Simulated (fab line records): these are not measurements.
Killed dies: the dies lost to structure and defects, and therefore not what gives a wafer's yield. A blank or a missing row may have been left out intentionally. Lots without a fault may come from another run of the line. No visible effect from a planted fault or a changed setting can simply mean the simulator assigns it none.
Which tool did it? + flow nand-harc + 14 lots, 42 wafers sampled, at 4 steps of a route of 1302

== WHAT THE GAUGES SHOWED, per wafer ==
NHARC_A_DECK1_JOINT_THK_MEAS_17: measures by ellipsometry. Usual: thk-nm 44.9 nm, standard deviation 1.2.
| lot  | measured     | on            | thk-nm (nm)    | flag |
|------|--------------|---------------|----------------|------|
| L797 | day 12 13:16 | film-metro-02 | 44.3 45.8 45.6 |      |
| L798 | day 12 19:26 | film-metro-01 | 45.3 44.7 44.9 |      |
| L799 | day 13 05:35 | film-metro-02 | 43.7 43.8 44.0 |      |
| L800 | day 13 05:36 | film-metro-01 | 44.5 46.7 44.7 |      |
| L801 | day 14 13:40 | film-metro-02 | 44.4 43.0 43.0 |      |
| L802 | day 14 13:40 | film-metro-01 | 45.5 44.6 45.1 |      |
| L804 | day 15 22:34 | film-metro-02 | 45.8 45.2 45.1 |      |
| L811 | day 18 07:08 | film-metro-02 | 45.0 45.8 43.8 |      |
| L814 | day 19 11:14 | film-metro-01 | 44.6 43.4 44.4 |      |
| L816 | day 19 21:53 | film-metro-01 | 43.1 45.6 43.8 |      |
| L815 | day 19 21:56 | film-metro-01 | 45.9 45.3 46.4 |      |
| L817 | day 21 08:01 | film-metro-01 | 44.1 43.2 44.5 |      |
| L820 | day 22 05:40 | film-metro-01 | 43.5 44.0 44.1 |      |
| L819 | day 22 07:19 | film-metro-02 | 45.4 47.8 47.6 |      |

NHARC_A_ONON_D2_THK_MEAS_11: measures by ellipsometry. Usual: thk-nm 1002 nm, standard deviation 8.8.
| lot  | measured     | on            | thk-nm (nm)    | flag |
|------|--------------|---------------|----------------|------|
| L797 | day 12 15:35 | film-metro-02 | 1012 1014 1013 |      |
| L798 | day 12 21:47 | film-metro-02 | 1008 1008 1008 |      |
| L799 | day 13 07:54 | film-metro-01 | 991 989 991    |      |
| L800 | day 13 07:55 | film-metro-02 | 1007 1008 1009 |      |
| L801 | day 14 15:59 | film-metro-02 | 994 992 993    |      |
| L802 | day 14 15:59 | film-metro-01 | 994 991 994    |      |
| L804 | day 16 00:53 | film-metro-01 | 1007 1007 1007 |      |
| L811 | day 18 09:35 | film-metro-02 | 994 1435 1438  | OFF  |
| L814 | day 19 13:35 | film-metro-02 | 1006 1450 1450 | OFF  |
| L816 | day 20 00:35 | film-metro-01 | 1010 1010 1011 |      |
| L815 | day 20 00:39 | film-metro-02 | 1018 1017 1017 |      |
| L817 | day 21 10:20 | film-metro-01 | 1001 1000 1000 |      |
| L820 | day 22 07:59 | film-metro-01 | 1007 1008 1006 |      |
| L819 | day 22 09:38 | film-metro-01 | 1004 1005 1003 |      |

NHARC_END_SORT_01. Usual: killed-at-array 53, standard deviation 18; killed-at-other 0.8, standard deviation 1.1; killed-at-periphery 4.1, standard deviation 2.7; killed-dies 58, standard deviation 18; killed-open 3.1, standard deviation 1.7; killed-short 2.7, standard deviation 1.7.
| lot  | measured     | on        | killed-at-array | killed-at-other | killed-at-periphery | killed-dies | killed-open | killed-short | flag |
|------|--------------|-----------|-----------------|-----------------|---------------------|-------------|-------------|--------------|------|
| L811 | day 30 02:23 | prober-02 | 37 675 677      | 0 0 0           | 0 2 0               | 37 677 677  | 2 3 2       | 2 6 1        | OFF  |
| L814 | day 31 13:26 | prober-02 | 26 676 672      | 5 0 5           | 2 1 0               | 33 677 677  | 4 2 1       | 3 7 3        | OFF  |

== WHAT TOOL EACH LOT RAN ON (gives the tool, then ch and the chambers of the sampled wafers, and finally the start) ==
| lot  | NHARC_A_ONON_D2_DEP_09           |
|------|----------------------------------|
| L797 | pecvd-onon-03 ch 0, day 12 15:08 |
| L798 | pecvd-onon-03 ch 0, day 12 21:17 |
| L799 | pecvd-onon-01 ch 0, day 13 07:23 |
| L800 | pecvd-onon-02 ch 0, day 13 07:25 |
| L801 | pecvd-onon-01 ch 0, day 14 15:28 |
| L802 | pecvd-onon-03 ch 0, day 14 15:31 |
| L804 | pecvd-onon-03 ch 0, day 16 00:22 |
| L811 | pecvd-onon-01 ch 0, day 18 09:04 |
| L814 | pecvd-onon-01 ch 0, day 19 13:04 |
| L816 | pecvd-onon-03 ch 0, day 20 00:04 |
| L815 | pecvd-onon-02 ch 0, day 20 00:15 |
| L817 | pecvd-onon-03 ch 0, day 21 09:49 |
| L820 | pecvd-onon-01 ch 0, day 22 07:32 |
| L819 | pecvd-onon-03 ch 0, day 22 09:11 |
- NHARC_A_ONON_D2_DEP_09: target thk 1000 nm.

== AS READ BY THE TOOLS THEMSELVES (means over the sampled wafers that have a number; for cases with no such wafer, the mark the record gives instead) ==
The record holds no such reading with a usual standard deviation.

== THE ANSWER, worked out from the rows above alone ==
Rule: a lot is off if the mean of its wafers that have a number lies more than 3 standard deviations from the usual mean. Also off: a lot with no number at a reading for which 4 or more lots have one. All remaining lots with rows at the step are treated as sound. After the gauges, taken in route order, come the tools' own readings; for these a lot's mean is taken, as printed above. At the first step where some lot is off, the reading lying furthest off is the one used; lots without a number count as furthest.
Off: L811, L814, at NHARC_A_ONON_D2_THK_MEAS_11 (thk-nm).
If a tool, at a process step before that reading, ran all the lots that are off and no sound lot after the first of them, it fits. The gauges at NHARC_A_ONON_D2_THK_MEAS_11 aren't tried: what is off there is off at NHARC_END_SORT_01 too, on other tools, and a gauge's error can't cause that. None of those tried fits.

== WHAT HAD BEEN PUT IN BY THE SIMULATOR ==
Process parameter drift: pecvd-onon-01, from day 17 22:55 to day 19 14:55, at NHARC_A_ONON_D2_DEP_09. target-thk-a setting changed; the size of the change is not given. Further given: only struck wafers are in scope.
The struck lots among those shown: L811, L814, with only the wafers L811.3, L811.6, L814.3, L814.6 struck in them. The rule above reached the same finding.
